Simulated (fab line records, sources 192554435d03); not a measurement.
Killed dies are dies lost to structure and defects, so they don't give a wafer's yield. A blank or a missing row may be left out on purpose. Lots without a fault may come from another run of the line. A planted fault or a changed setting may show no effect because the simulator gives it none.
fab line records | flow n5_finfet
record lots=6 wafers=18 last_day=17
route steps=1938 shown BEOL_M1@799 BEOL_M4@1111
lots that met no fault: from a run of the same line without faults
start_h: hours from the record's first day to the start of the lot's first wafer shown | wait_h: hours since the lot's step before | " the same as in the row above | L1.1+2: a row that stands for several wafers | - no value, or no start given | * or withheld: withheld | < > ~ a bound
route shown NAME@n: a module of which the file shows steps, and the number in the route of the first | usual: mean/standard deviation of fault-free wafers | same: alike in all rows | chamber/n: place in a boat | sites: the reading at each site | _std_site: their standard deviation | _edge_site: outer sites' mean less inner sites' | radius_mm: how far each site lies from the wafer's centre | mask NAME#n: copy n | behind: the tool/chamber that last shaped the wafer | hold: why the lot was held/for how many hours/how that ended | device: the transistor (n, p or np) that didn't switch | end of line: the same wafers' tests at the end of the route | a step without rows: its recipe alone | killed: dies lost to structure and defects at the first sort, not the wafer's yield | map: a wafer's dies, x killed, . not, _ none there
set.NAME: the setting as run; set.NAME@STEP: as run at that earlier step | model.NAME: the simulator's own value behind a step, which no gauge read
lots at some steps of the route; a table a step, a row a wafer
services: from which hour (start_h, from the record's first day; less than 0 if before it) a tool's chamber was out of use, for how many hours, and why
## steps
# step N5_BEOL_M1_STRIP_36
# recipe chemistry=N2/H2 power_w=450 temp_c=40 pressure_mtorr=20 rf_frequency_hz=6e+07 overash_fraction=0.3 bias_power_w=7 h2_frac=0.5 n2_flow_sccm=200 h2_flow_sccm=200
# step N5_BEOL_M1_TRENCH_ETCH_37
# recipe chemistry=C4F6/O2 target_depth_a=552.07 target=SiOC time_s=29 ion_energy_ev=250 pressure_mtorr=30 source_w=355 bias_w=185 Ar_flow_sccm=300 C4F6_flow_sccm=10 O2_flow_sccm=10
# step N5_BEOL_M1_ETCH_41
# recipe chemistry=CH3F/O2 target=SiCN target_depth_a=319 taper_deg=2 time_s=57.8 ion_energy_ev=120 mask_material=TiN pressure_mtorr=30 source_w=395 bias_w=75 Ar_flow_sccm=150 CH3F_flow_sccm=30 O2_flow_sccm=20
# step N5_BEOL_M1_STRIP_97
# recipe chemistry=N2/H2 time_s=10 power_w=450 temp_c=40 pressure_mtorr=20 rf_frequency_hz=6e+07 bias_power_w=7 n2_flow_sccm=200 h2_flow_sccm=200
# step N5_BEOL_M1_OCD_MEAS_38
# usual trench_depth_nm=55.4/0.94
# columns lot.wafer tool chamber start_h wait_h trench_depth_nm
L290.4 ocd-02 - 149.42 - 55.9
L290.5 " - " " 54.9
L290.6 " - " " 57.6
L297.1 ocd-02 - 189.76 - 55.9
L297.4 " - " " 56.5
L297.5 " - " " 56.0
L300.1 ocd-02 - 209.50 - 56.0
L300.2 " - " " 56.2
L300.6 " - " " 56.6
L301.2 ocd-02 - 209.76 - 55.9
L301.3 " - " " 55.7
L301.6 " - " " 55.6
L304.1 ocd-01 - 223.81 - 55.3
L304.4 " - " " 53.8
L304.5 " - " " 52.8
L308.2 ocd-02 - 250.34 - 56.2
L308.4 " - " " 56.8
L308.5 " - " " 57.0
# step N5_BEOL_M1_HM_STRIP_39
# recipe chemistry=peroxide_tin_strip material=TiN target_depth_a=250 temp_c=50 time_s=158
# step N5_BEOL_M1_SRD_40
# recipe time_s=30 temp_c=23 rinse_liquid=diw dry=ipa_marangoni
# step N5_BEOL_M1_PRECLEAN_42
# recipe chemistry=residue_remover time_s=60 temp_c=40
# step N5_BEOL_M1_SRD_43
# recipe time_s=30 temp_c=23 rinse_liquid=diw dry=ipa_marangoni
# step N5_BEOL_M1_CD_MEAS_35
# recipe target_cd_nm=18 target_cd_y_nm=21 polarity=opening
# usual cd_nm=18.0/0.34
# columns lot.wafer tool chamber start_h wait_h cd_nm
L290.4 cd_sem-02 - 149.57 0.0 17.9
L290.5 " - " " 18.3
L290.6 " - " " 18.0
L297.1 cd_sem-01 - 189.91 0.0 17.8
L297.4 " - " " 18.0
L297.5 " - " " 17.5
L300.1 cd_sem-03 - 209.65 0.0 18.8
L300.2 " - " " 18.1
L300.6 " - " " 18.0
L301.2 cd_sem-01 - 209.92 0.0 17.7
L301.3 " - " " 17.9
L301.6 " - " " 18.0
L304.1 cd_sem-02 - 223.96 0.0 18.7
L304.4 " - " " 17.5
L304.5 " - " " 18.2
L308.2 cd_sem-02 - 250.49 0.0 18.2
L308.4 " - " " 18.5
L308.5 " - " " 18.7
# step N5_BEOL_M1_DEGAS_44
# recipe ambient=vacuum temp_c=250 time_s=60
# step N5_BEOL_M1_PRE_CLEAN_45
# recipe gas=H2/He time_s=30 temp_c=250
# step N5_BEOL_M1_ALD_84
# recipe material=TaN target_thk_a=* temp_c=275 ald_precursor_family=PDMAT ald_co_reactant=NH3 pressure_torr=3 carrier_flow_sccm=1500 pulse_time_s=2 purge_time_s=3 co_reactant_purge_time_s=2 co_reactant_pulse_time_s=3 ald_cycles=30 precursor_vessel_temp_c=75 precursor_vessel_pressure_torr=26.25 precursor_vessel_carrier_sccm=1000
# usual ald_cycles=30/0 chamber_pressure_Torr=2.998/0.0063 heater_power_w=421/44
# same pulse_time_s=2
# columns lot.wafer tool chamber start_h wait_h ald_cycles chamber_pressure_Torr heater_power_w model.TaN_of_BEOL_M1_ALD_84.thk_nm
L290.4 ald_metal-04 3 150.16 0.2 30 2.995 388 *
L290.5 " 0 " " 30 3.011 474 *
L290.6 " 2 " " 30 2.998 385 *
L297.1 ald_metal-02 3 190.27 0.0 30 3.012 403 *
L297.4 " 2 " " 30 2.996 425 *
L297.5 " 0 " " 30 3.000 499 *
L300.1 ald_metal-02 2 210.30 0.1 44 3.004 418 *
L300.2 " 0 " " 30 3.003 517 *
L300.6 " 1 " " 44 3.005 360 *
L301.2 ald_metal-04 0 210.36 0.0 30 2.996 477 *
L301.3 " 1 " " 30 2.997 428 *
L301.6 " 1 " " 30 3.004 436 *
L304.1 ald_metal-02 2 224.52 0.0 44 3.001 420 *
L304.4 " 1 " " 44 2.997 354 *
L304.5 " 0 " " 30 3.004 509 *
L308.2 ald_metal-04 3 250.83 0.0 30 2.995 400 *
L308.4 " 0 " " 30 2.995 482 *
L308.5 " 1 " " 30 2.992 436 *
# step N5_BEOL_M1_SURFACE_TREAT_85
# recipe gas=Ar time_s=* ion_energy_ev=* ion_current_ma_cm2=0.5 pressure_mtorr=* ar_flow_sccm=30
# step N5_BEOL_M1_CVD_47
# recipe material=Co target_thk_a=30 temp_c=withheld precursor=CCTBA/H2 pressure_torr=30 time_s=223.8
# step N5_BEOL_M1_SPUTTER_48
# recipe material=Cu target_thk_a=45 temp_c=-20 chamber_pressure_pa=0.07 power_w=withheld time_s=8.29
# step N5_BEOL_M1_ANNEAL_49
# recipe temp_c=400 time_s=240 ambient=vacuum
# step N5_BEOL_M1_SPUTTER_79
# recipe material=Cu target_thk_a=45 temp_c=-20 chamber_pressure_pa=0.07 power_w=withheld time_s=8.29
# step N5_BEOL_M1_ANNEAL_80
# recipe temp_c=400 time_s=240 ambient=vacuum
# usual heater_power_w=804/100
# columns lot.wafer tool chamber start_h wait_h heater_power_w
L290.4 pvd_sputter-03 - 151.15 0.0 960
L290.5 " - " " 936
L290.6 " - " " 689
L297.1 pvd_sputter-03 - 191.23 0.0 691
L297.4 " - " " 652
L297.5 " - " " 680
L301.2 pvd_sputter-02 - 211.24 0.0 923
L301.3 " - " " 708
L301.6 " - " " 719
L300.1 pvd_sputter-03 - 211.33 0.0 945
L300.2 " - " " 698
L300.6 " - " " 940
L304.1 pvd_sputter-02 - 225.28 0.0 702
L304.4 " - " " 931
L304.5 " - " " 875
L308.2 pvd_sputter-03 - 251.64 0.0 859
L308.4 " - " " 946
L308.5 " - " " 689
# step N5_BEOL_M1_SPUTTER_81
# recipe material=Cu target_thk_a=45 temp_c=-20 chamber_pressure_pa=0.07 power_w=withheld time_s=8.29
# step N5_BEOL_M1_ANNEAL_82
# recipe temp_c=400 time_s=240 ambient=vacuum
# step N5_BEOL_M1_SPUTTER_86
# recipe material=Cu target_thk_a=45 temp_c=-20 chamber_pressure_pa=0.07 power_w=withheld time_s=8.29
# step N5_BEOL_M1_ANNEAL_87
# recipe temp_c=400 time_s=240 ambient=vacuum
# step N5_BEOL_M1_SPUTTER_88
# recipe material=Cu target_thk_a=45 temp_c=-20 chamber_pressure_pa=0.07 power_w=withheld time_s=8.29
# step N5_BEOL_M1_ANNEAL_89
# recipe temp_c=400 time_s=240 ambient=vacuum
# usual heater_power_w=803/100
# columns lot.wafer tool chamber start_h wait_h heater_power_w
L290.4 pvd_sputter-03 - 151.81 0.0 957
L290.5 " - " " 973
L290.6 " - " " 689
L297.1 pvd_sputter-03 - 191.89 0.0 694
L297.4 " - " " 678
L297.5 " - " " 686
L301.2 pvd_sputter-02 - 211.90 0.0 940
L301.3 " - " " 712
L301.6 " - " " 713
L300.1 pvd_sputter-03 - 211.99 0.0 967
L300.2 " - " " 705
L300.6 " - " " 954
L304.1 pvd_sputter-02 - 225.94 0.0 723
L304.4 " - " " 949
L304.5 " - " " 874
L308.2 pvd_sputter-03 - 252.30 0.0 843
L308.4 " - " " 980
L308.5 " - " " 679
# step N5_BEOL_M1_SPUTTER_90
# recipe material=Cu target_thk_a=45 temp_c=-20 chamber_pressure_pa=0.07 power_w=withheld time_s=8.29
# step N5_BEOL_M1_ANNEAL_91
# recipe temp_c=400 time_s=240 ambient=vacuum
# step N5_BEOL_M1_SPUTTER_92
# recipe material=Cu target_thk_a=45 temp_c=-20 chamber_pressure_pa=0.07 power_w=withheld time_s=8.29
# step N5_BEOL_M1_ANNEAL_93
# recipe temp_c=400 time_s=240 ambient=vacuum
# step N5_BEOL_M1_SPUTTER_94
# recipe material=Cu target_thk_a=45 temp_c=-20 chamber_pressure_pa=0.07 power_w=withheld time_s=8.29
# usual throttle_valve_pct=30.1/0.65
# columns lot.wafer tool chamber start_h wait_h throttle_valve_pct
L290.4 pvd_sputter-03 - 152.39 0.1 30.6
L290.5 " - " " 30.5
L290.6 " - " " 30.9
L297.1 pvd_sputter-03 - 192.47 0.1 30.7
L297.4 " - " " 30.1
L297.5 " - " " 30.0
L301.2 pvd_sputter-02 - 212.48 0.1 29.1
L301.3 " - " " 30.9
L301.6 " - " " 30.9
L300.1 pvd_sputter-03 - 212.57 0.1 30.6
L300.2 " - " " 30.7
L300.6 " - " " 30.6
L304.1 pvd_sputter-02 - 226.52 0.1 30.7
L304.4 " - " " 29.3
L304.5 " - " " 30.1
L308.2 pvd_sputter-03 - 252.88 0.1 28.9
L308.4 " - " " 30.8
L308.5 " - " " 30.1
# step N5_BEOL_M1_ANNEAL_95
# recipe temp_c=400 time_s=240 ambient=vacuum
# usual heater_power_w=803/100
# columns lot.wafer tool chamber start_h wait_h heater_power_w
L290.4 pvd_sputter-03 - 152.47 0.0 961
L290.5 " - " " 970
L290.6 " - " " 673
L297.1 pvd_sputter-03 - 192.55 0.0 698
L297.4 " - " " 678
L297.5 " - " " 668
L301.2 pvd_sputter-02 - 212.56 0.0 952
L301.3 " - " " 713
L301.6 " - " " 714
L300.1 pvd_sputter-03 - 212.65 0.0 963
L300.2 " - " " 702
L300.6 " - " " 958
L304.1 pvd_sputter-02 - 226.60 0.0 719
L304.4 " - " " 947
L304.5 " - " " 868
L308.2 pvd_sputter-03 - 252.96 0.0 842
L308.4 " - " " 952
L308.5 " - " " 667
# step N5_BEOL_M1_SPUTTER_96
# recipe material=Cu target_thk_a=45 temp_c=-20 chamber_pressure_pa=0.07 power_w=withheld time_s=8.29
# step N5_BEOL_M1_ECD_50
# recipe material=Cu target_thk_a=3000
# step N5_BEOL_M1_ANNEAL_51
# recipe temp_c=225 time_s=90 ambient=N2
# usual wafer_temp_C_max=226.13/0.26
# columns lot.wafer tool chamber start_h wait_h wafer_temp_C_max
L290.4 rtp_anneal-01 0 152.95 0.2 226.31
L290.5 " 0 " " 226.41
L290.6 " 0 " " 226.00
L297.1 rtp_anneal-01 0 192.89 0.1 226.34
L297.4 " 0 " " 226.31
L297.5 " 0 " " 226.12
L301.2 rtp_anneal-01 0 212.94 0.1 226.74
L301.3 " 0 " " 226.32
L301.6 " 0 " " 226.14
L300.1 rtp_anneal-02 0 212.98 0.1 226.16
L300.2 " 0 " " 225.64
L300.6 " 0 " " 225.68
L304.1 rtp_anneal-02 0 226.94 0.1 226.05
L304.4 " 0 " " 225.79
L304.5 " 0 " " 225.41
L308.2 rtp_anneal-01 0 253.34 0.1 226.49
L308.4 " 0 " " 226.63
L308.5 " 0 " " 226.16
# step N5_BEOL_M1_CMP_52
# recipe stop_on=SiOC t_overpolish_s=6.8 down_force_psi=1 platen_rpm=50 clearing_platen_down_force_psi=1.5 clearing_platen_rpm=50 post_cmp_clean=cu_alkaline target_thk_nm=40 clearing_platen_pad_velocity_m_s=0.99484 pad_velocity_m_s=0.99484
# step N5_BEOL_M1_THK_MEAS_53
# recipe thk_meas_gauge=xrf reads=Cu_of_BEOL_M1_ECD_50
# usual M1_THK=39.3/1.6
# columns lot.wafer tool chamber start_h wait_h M1_THK[nm]
L290.4 film_metro-02 - 156.55 - 41.4
L290.5 " - " " 41.3
L290.6 " - " " 41.3
L297.1 film_metro-01 - 193.52 - 39.8
L297.4 " - " " 39.6
L297.5 " - " " 41.4
L301.2 film_metro-02 - 213.49 - 41.5
L301.3 " - " " 41.6
L301.6 " - " " 42.9
L300.1 film_metro-01 - 213.58 - 39.1
L300.2 " - " " 36.1
L300.6 " - " " 38.7
L304.1 film_metro-02 - 227.53 - 38.1
L304.4 " - " " 41.2
L304.5 " - " " 40.7
L308.2 film_metro-02 - 253.90 - 39.1
L308.4 " - " " 40.2
L308.5 " - " " 42.2
# step N5_BEOL_M1_PRE_CLEAN_60
# recipe gas=NH3/H2 time_s=15 temp_c=* rf_power_w=300
# step N5_BEOL_M1_CO_CAP_55
# recipe material=Co target_thk_a=20 temp_c=200 precursor=CCTBA/H2 pressure_torr=30 time_s=102.1
# step N5_BEOL_M1_PRE_CLEAN_56
# recipe gas=NH3 time_s=15 temp_c=withheld rf_power_w=300
# step N5_BEOL_M1_DEP_57
# recipe material=SiCN target_thk_a=80 temp_c=withheld precursor=3MS/NH3 pressure_torr=3 rf_w=202 time_s=14
# step N5_BEOL_M1_RS_MEAS_58
# recipe thk_meas_gauge=four-point-probe reads=Co_of_BEOL_M1_CO_CAP_55+Cu_of_BEOL_M1_ECD_50+Co_of_BEOL_M1_CVD_47+TaN_of_BEOL_M1_ALD_84
# usual M1_RS=0.68/0.033
# columns lot.wafer tool chamber start_h wait_h M1_RS[ohm/sq]
L290.4 film_metro-01 - 156.94 0.0 0.64
L290.5 " - " " 0.64
L290.6 " - " " 0.64
L297.1 film_metro-01 - 193.90 0.0 0.65
L297.4 " - " " 0.66
L297.5 " - " " 0.62
L301.2 film_metro-01 - 213.75 0.1 0.64
L301.3 " - " " 0.63
L301.6 " - " " 0.61
L300.1 film_metro-02 - 213.92 0.1 0.67
L300.2 " - " " 0.74
L300.6 " - " " 0.67
L304.1 film_metro-02 - 227.79 0.0 0.71
L304.4 " - " " 0.64
L304.5 " - " " 0.66
L308.2 film_metro-02 - 254.16 0.1 0.69
L308.4 " - " " 0.67
L308.5 " - " " 0.62
# step N5_BEOL_M1_INSPECT_59
# recipe inspect_instrument=darkfield mode=post_dep
# usual raw_defect_count=71/19
# columns lot.wafer tool chamber start_h wait_h raw_defect_count
L290.4 defect_inspect-01 - 156.96 0.0 45
L290.5 " - " " 53
L290.6 " - " " 35
L297.1 defect_inspect-02 - 193.93 0.0 84
L297.4 " - " " 60
L297.5 " - " " 85
L301.2 defect_inspect-02 - 213.78 0.0 60
L301.3 " - " " 84
L301.6 " - " " 63
L300.1 defect_inspect-02 - 213.95 0.0 82
L300.2 " - " " 80
L300.6 " - " " 47
L304.1 defect_inspect-02 - 227.82 0.0 82
L304.4 " - " " 47
L304.5 " - " " 77
L308.2 defect_inspect-02 - 254.19 0.0 66
L308.4 " - " " 86
L308.5 " - " " 64
# step N5_BEOL_M4_RC_MEAS_101
# usual DIBL_N=36.5/1.7 DIBL_P=36.3/2.1 IOFF_N=0.16/0.036 IOFF_P=0.21/0.037 ION_N=676/12 ION_P=462/7.6 SERP_M1=200/15 SERP_M1_max_site=213/17 SS_N=71.5/0.68 SS_P=73.3/0.63 VT_N=249/3.5 VT_P=-250/3.5
# columns lot.wafer tool chamber start_h wait_h DIBL_N[mV/V] DIBL_P[mV/V] IOFF_N[nA/um] IOFF_P[nA/um] ION_N[uA/um] ION_P[uA/um] SERP_M1[ohm/um] SERP_M1_max_site[ohm/um] SS_N[mV/dec] SS_P[mV/dec] VT_N[mV] VT_P[mV]
L290.4 prober-02 0 190.31 0.5 37.0 36.1 0.17 0.24 683 467 191 199 71.5 73.7 247 -245
L290.5 " 0 " " 37.4 36.1 0.19 0.25 686 472 183 186 72.0 73.9 247 -245
L290.6 " 0 " " 36.1 35.0 0.15 0.22 670 464 187 205 72.0 73.3 248 -249
L297.1 prober-01 0 231.09 0.0 36.6 36.9 0.16 0.21 671 459 212 223 71.1 73.6 250 -249
L297.4 " 0 " " 35.7 35.7 0.15 0.20 681 464 198 216 70.2 72.6 248 -249
L297.5 " 0 " " 37.0 38.2 0.17 0.22 680 464 202 218 71.5 73.4 247 -249
L301.2 prober-02 0 251.75 0.2 40.0 41.2 0.30 0.30 700 468 184 192 72.7 74.5 239 -247
L301.3 " 0 " " 35.3 35.6 0.16 0.19 685 459 191 196 72.0 72.3 248 -253
L301.6 " 0 " " 35.2 36.5 0.16 0.20 683 465 187 189 72.4 72.7 248 -253
L300.1 prober-02 0 254.55 0.0 33.8 32.1 0.12 0.19 656 465 225 236 71.3 72.7 252 -247
L300.2 " 0 " " 36.8 35.5 0.16 0.24 676 466 216 231 71.8 73.0 248 -247
L300.6 " 0 " " 36.5 35.6 0.16 0.24 670 467 241 260 71.1 72.9 248 -247
L304.1 prober-01 0 256.68 0.0 37.2 37.5 0.17 0.21 677 467 247 259 72.2 72.9 247 -252
L304.4 " 0 " " 35.2 34.7 0.14 0.17 670 454 253 274 71.1 72.9 253 -255
L304.5 " 0 " " 37.9 38.4 0.17 0.23 684 469 189 205 71.4 73.9 251 -249
L308.2 prober-01 0 293.56 0.2 38.9 37.2 0.18 0.22 684 462 200 212 72.2 73.6 248 -248
L308.4 " 0 " " 38.2 37.5 0.17 0.22 685 462 171 190 71.6 73.3 247 -250
L308.5 " 0 " " 38.9 38.1 0.18 0.22 685 469 164 177 72.0 73.5 248 -248
# sites SERP_M1 radius_mm=0,75,75,75,75,140,140,140,140
L290.4 192 195 191 185 199 189 183 182 193
L297.1 212 217 199 215 216 223 197 209 205
L301.2 173 174 181 186 172 187 192 185 184
L300.1 207 233 214 220 216 236 230 225 231
L304.1 242 228 247 249 239 259 241 257 256
L308.2 206 200 194 212 198 200 197 201 210
## services
# columns tool chamber start_h hours kind
ald_metal-04 1 148.48 2.5 repair
ald_metal-04 - 242.66 2.8 pm
## key
first_sign step=N5_BEOL_M1_ALD_84 reading=ald_cycles direction=up sigmas=99+ usual=* struck=*
effect step=N5_BEOL_M4_RC_MEAS_101 reading=SERP_M1 direction=up sigmas=2.8 usual=200 struck=241
effect step=N5_BEOL_M4_RC_MEAS_101 reading=SERP_M1_max_site direction=up sigmas=2.6 usual=213 struck=257
model_effect step=N5_BEOL_M1_ALD_84 value=TaN_of_BEOL_M1_ALD_84.thk_nm without=* struck=*
met_at N5_BEOL_M1_ALD_84
struck_wafers L300.1,L300.6,L304.1,L304.4
onset_between 190.27 210.30
fault kind=process_parameter_drift tool=ald_metal-02 chamber=- onset_h=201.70 steps=N5_BEOL_M1_ALD_84 channel=ald_cycles offset=* shape=step end_h=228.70 scope=struck_wafers_only acts_in=* stated=*
